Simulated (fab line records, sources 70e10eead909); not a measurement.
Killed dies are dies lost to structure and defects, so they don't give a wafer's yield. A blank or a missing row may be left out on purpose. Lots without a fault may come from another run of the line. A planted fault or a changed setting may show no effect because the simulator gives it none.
One fault seen from 2 desks | flow nand_harc | each desk has only its own numbers; what lay behind them comes last

THE DEFECT DESK
What the inspections along the route counted, lot by lot: means of the sampled wafers that have a number. A lot is out of limits, marked OUT, if its mean lies more than 4 standard deviations from the usual mean; the brackets give that distance.
Columns: A = raw_defect_count at NHARC_A_M0_INSPECT_27, usual 469; B = raw_defect_count at NHARC_A_M1_INSPECT_11, usual 29
lot  | first seen here | A              | B
L450 | day 17 18:58    | 337            | 35
L454 | day 18 01:11    | 445            | 29
L455 | day 18 08:46    | 499            | 12
L452 | day 18 16:49    | 366            | 27
L456 | day 18 17:20    | 458            | 45
L460 | day 19 23:18    | 438            | 19
L459 | day 20 04:41    | 532            | 28
L461 | day 20 20:22    | 475            | 30
L466 | day 21 13:11    | 1820 (+11) OUT | 1449 (+99 or more) OUT
L463 | day 21 14:13    | 1883 (+12) OUT | 1412 (+99 or more) OUT
L469 | day 22 04:53    | 407            | 35
This desk's finding: out of limits on L463, L466; first on L466, day 21 13:11 (raw_defect_count at NHARC_A_M0_INSPECT_27). In limits: L450, L454, L455, L452, L456, L460, L459, L461, L469.

THE TOOL OWNER'S DESK: cmp-02
The tool's own readings at NHARC_A_M0_CMP_23 (polishes, t overpolish 20 s, target thk 113.75 nm): means of the sampled wafers that have a number, for each lot that ran on this tool. A lot is out of limits, marked OUT, if its mean lies more than 4 standard deviations from the usual mean; the brackets give that distance.
Columns: A = motor_current_A at NHARC_A_M0_CMP_23, usual 12.2 A; B = time_to_endpoint_s at NHARC_A_M0_CMP_23, usual 29.5 s
lot  | first seen here | A    | B
L450 | day 17 18:29    | 10.6 | 28.5
L452 | day 18 16:22    | 12.1 | 30.6
L459 | day 20 04:15    | 11.3 | 27.2
L461 | day 20 19:58    | 12.1 | 31.6
L466 | day 21 12:43    | 12.8 | 27.4
L463 | day 21 13:44    | 11.3 | 28.8
This desk's finding: nothing out of limits on any of the 6 lots.

PUT TOGETHER
The defect desk could have raised an alarm at day 21 13:11, on L463, L466.
The tool owner's desk saw nothing out of limits.
The tool owner's desk has L463, L466 on record, within its limits.
Of the lots named, all ran NHARC_A_M0_CMP_23 on cmp-02.

WHAT THE SIMULATOR HAD PUT IN
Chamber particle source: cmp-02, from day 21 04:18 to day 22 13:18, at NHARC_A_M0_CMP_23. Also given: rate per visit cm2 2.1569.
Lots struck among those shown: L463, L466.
Hours from the fault's start to each desk's first reading out of limits: the defect desk, 9.
